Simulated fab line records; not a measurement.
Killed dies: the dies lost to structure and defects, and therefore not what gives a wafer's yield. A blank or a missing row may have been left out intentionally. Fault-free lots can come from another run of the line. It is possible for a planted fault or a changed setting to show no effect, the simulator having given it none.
A single fault, viewed from 2 desks -- flow n5-finfet -- numbers are kept per desk, each desk with only its own; the story behind them comes last

== THE TOOL OWNER'S DESK: implanter-01 ==
The tool's own readings at N5_MOL_CONTACT_COAG_IMPLANT_129: means of the sampled wafers that have a number, for each lot that ran on this tool. If a lot's mean is further than 4 standard deviations from the usual mean, the lot is out of limits and carries the mark OUT (the distance appears in the brackets).
Columns: A = beam-on-s at N5_MOL_CONTACT_COAG_IMPLANT_129, usual 38 s; B = dose-ions-cm2 at N5_MOL_CONTACT_COAG_IMPLANT_129, usual 6e+14; C = end-station-pressure-torr at N5_MOL_CONTACT_COAG_IMPLANT_129, usual 5.9e-06 Torr
lot,first seen here,A,B,C
L633,day 4 20:59,35,6e+14,6.1e-06
L638,day 6 02:28,36,6e+14,5.7e-06
L639,day 6 10:44,35,6e+14,6.2e-06
L641,day 6 21:57,36,6e+14,5.9e-06
L646,day 7 22:38,16 (-6.8) OUT,3e+14 (-99 or more) OUT,6.4e-06
L648,day 8 08:51,16 (-6.7) OUT,3e+14 (-99 or more) OUT,6.7e-06
This desk's finding: out of limits on L646, L648; first on L646, day 7 22:38 (beam-on-s at N5_MOL_CONTACT_COAG_IMPLANT_129). L633, L638, L639, L641: within limits.

== THE METROLOGY DESK ==
Means of the sampled wafers that have a number, per lot and without regard to the tool the lot ran on: this is what the gauges read. If a lot's mean is further than 4 standard deviations from the usual mean, the lot is out of limits and carries the mark OUT (the distance appears in the brackets). Shown here are 7 of its 10 readings, the ones lying furthest out on some lot.
Columns: A = DIBL_N at N5_BEOL_M4_RC_MEAS_101, usual 36.0 mV/V; B = DIBL_P at N5_BEOL_M4_RC_MEAS_101, usual 35.9 mV/V; C = IOFF_N at N5_BEOL_M4_RC_MEAS_101, usual 0.16 nA/um; D = ION_N at N5_BEOL_M4_RC_MEAS_101, usual 675 uA/um; E = ION_P at N5_BEOL_M4_RC_MEAS_101, usual 463 uA/um; F = VT_N at N5_BEOL_M4_RC_MEAS_101, usual 250 mV; G = VT_P at N5_BEOL_M4_RC_MEAS_101, usual -251 mV
lot,first seen here,A,B,C,D,E,F,G
L633,day 7 20:41,33.9,33.0,0.12,665,461,253,-251
L638,day 9 03:22,36.0,35.7,0.16,676,461,249,-251
L639,day 9 19:13,40.7,39.7,0.22,688,469,247,-249
L642,day 9 23:51,36.3,35.0,0.14,657,450,256,-256
L641,day 10 03:46,37.3,37.0,0.17,673,459,250,-254
L644,day 10 14:30,36.4,34.5,0.14,666,465,251,-247
L646,day 11 13:40,35.1,33.7,0.14,670,459,250,-251
L648,day 12 00:31,34.6,34.1,0.13,652,449,252,-257
L656,day 13 18:21,35.8,37.2,0.18,692,477,245,-246
Finding of this desk: none of the 9 lots has anything out of limits.

== BROUGHT TOGETHER ==
On L646, L648, at day 7 22:38, an alarm was possible from the tool owner's desk.
Metrology desk: nothing out of limits seen.
The metrology desk has L646, L648 on record, within its limits.
Every lot named ran N5_MOL_CONTACT_COAG_IMPLANT_129 on implanter-01.

== WHAT THE SIMULATOR PUT IN ==
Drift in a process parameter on implanter-01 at N5_MOL_CONTACT_COAG_IMPLANT_129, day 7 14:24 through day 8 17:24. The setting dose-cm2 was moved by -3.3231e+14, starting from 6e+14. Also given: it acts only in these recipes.
Shown lots that were struck: L646, L648.
Each desk's first reading out of limits, in hours after the fault started: the tool owner's desk, 8.
